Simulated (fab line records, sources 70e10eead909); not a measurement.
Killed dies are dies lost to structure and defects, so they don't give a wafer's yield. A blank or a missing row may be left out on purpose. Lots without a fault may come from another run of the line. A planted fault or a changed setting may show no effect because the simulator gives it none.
A struck lot beside a sound one | flow nand_harc | 14 steps out of a route of 1159
Sound: wafers L319.1, L319.2, L319.4. Struck: wafer L332.1. (L332.5 of the same lot was not struck and is left out.) The cause comes at the end.
At each step with rows: each side's tool, then ch and its chambers, then its first start. Under that, the readings that differ: sound wafers | struck wafers | difference of the means | sigmas: that difference in standard deviations of wafers without a fault.
alike: readings whose means differ by less than 2 such deviations, and words and numbers that are the same on both sides. not compared: withheld readings, readings that some wafer has no value for, bounds like >300 that may hide the same value, and numbers for which the record gives no deviation and whose values overlap.
The two part at a step that has a row with sigmas, a row that says differs or no value, or rows on one side only. Numbers that don't overlap but have no deviation are shown without sigmas and don't part them. A reading that every wafer of one side lacks parts them only if that side has two wafers or more.

first, 6 steps without rows for these wafers: NHARC_A_STAIRCASE_SOFTBAKE_04 (time 170 s); NHARC_A_STAIRCASE_EBR_05; NHARC_A_STAIRCASE_EXPOSE_06 (exposes mask STAIR); NHARC_A_STAIRCASE_PEB_07 (peb time 130 s); NHARC_A_STAIRCASE_DEVELOP_08 (time 140 s); NHARC_A_STAIRCASE_HARDBAKE_10 (time 140 s).
NHARC_A_STAIRCASE_DESCUM_11: chemistry O2, time 3 s.
  sound on rie_diel-08 ch 0,1,3, day 11 13:06; struck on rie_diel-05 ch 2, day 14 10:05
  reading                | sound    | struck | difference | sigmas
  rf_hours_counter_h (h) | 42 42 44 | 56     | +13        |
  alike: drypump_motor_current_A, oes_product_au, rf_vpp_V, showerhead_plenum_p_Torr, throttle_valve_pct
NHARC_A_STAIRCASE_TRIM_12: chemistry O2, time 211.2 s.
  sound on rie_diel-08 ch 0,1,3, day 11 13:11; struck on rie_diel-05 ch 2, day 14 10:11
  reading                | sound    | struck | difference | sigmas
  rf_hours_counter_h (h) | 42 44 42 | 56     | +13        |
  alike: drypump_motor_current_A, oes_product_au, rf_vpp_V, showerhead_plenum_p_Torr, throttle_valve_pct
then, 1 step without rows for these wafers: NHARC_A_STAIRCASE_ETCH_13 (etches the open film in C4F8/O2, target depth 100 nm, time 40.5 s).
NHARC_A_STAIRCASE_TRIM_14: chemistry O2, time 211.2 s.
  sound on rie_diel-08 ch 0,3; struck on rie_diel-05 ch 3
  alike: drypump_motor_current_A, oes_product_au, rf_vpp_V, showerhead_plenum_p_Torr, throttle_valve_pct
  not compared: rf_hours_counter_h
NHARC_A_STAIRCASE_ETCH_15: etches the open film in C4F8/O2, target depth 100 nm, time 40.5 s.
  sound on rie_diel-08 ch 0,1,3; struck on rie_diel-05 ch 0
  alike: oes_product_au, rf_vpp_V
  not compared: rf_hours_counter_h
NHARC_A_STAIRCASE_TRIM_16: chemistry O2, time 211.2 s.
  sound on rie_diel-08 ch 0,1,3, day 11 14:11; struck on rie_diel-05 ch 0, day 14 12:11
  reading               | sound             | struck | difference | sigmas
  oes_product_au (a.u.) | 1.032 1.016 1.007 | 1.214  | +0.196     | +14
  alike: drypump_motor_current_A, rf_vpp_V, showerhead_plenum_p_Torr, throttle_valve_pct
  not compared: rf_hours_counter_h
NHARC_A_STAIRCASE_ETCH_17: etches the open film in C4F8/O2, target depth 100 nm, time 40.5 s.
  sound on rie_diel-08 ch 1,3; struck on rie_diel-05 ch 1
  reading      | sound       | struck | difference | sigmas
  rf_vpp_V (V) | 889 889 890 | 901    | +12        | +2
  alike: oes_product_au
  not compared: rf_hours_counter_h
-- the record jumps here: 8 days lie between the struck wafers' starts before and after (it left off in module A_STAIRCASE and takes up again in module END, whose first step shown is number 1159 of the route) --
NHARC_END_SORT_01:
  the record has rows for the struck wafers here (prober-02 ch 0, day 22 21:29) and none for the sound ones

WHERE THEY PART
First at NHARC_A_STAIRCASE_TRIM_16; last, within this record, at NHARC_END_SORT_01.

WHY: what the simulator had put in
Process parameter drift: rie_diel-05, from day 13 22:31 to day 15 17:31, at NHARC_A_STAIRCASE_TRIM_16. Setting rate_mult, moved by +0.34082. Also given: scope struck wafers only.
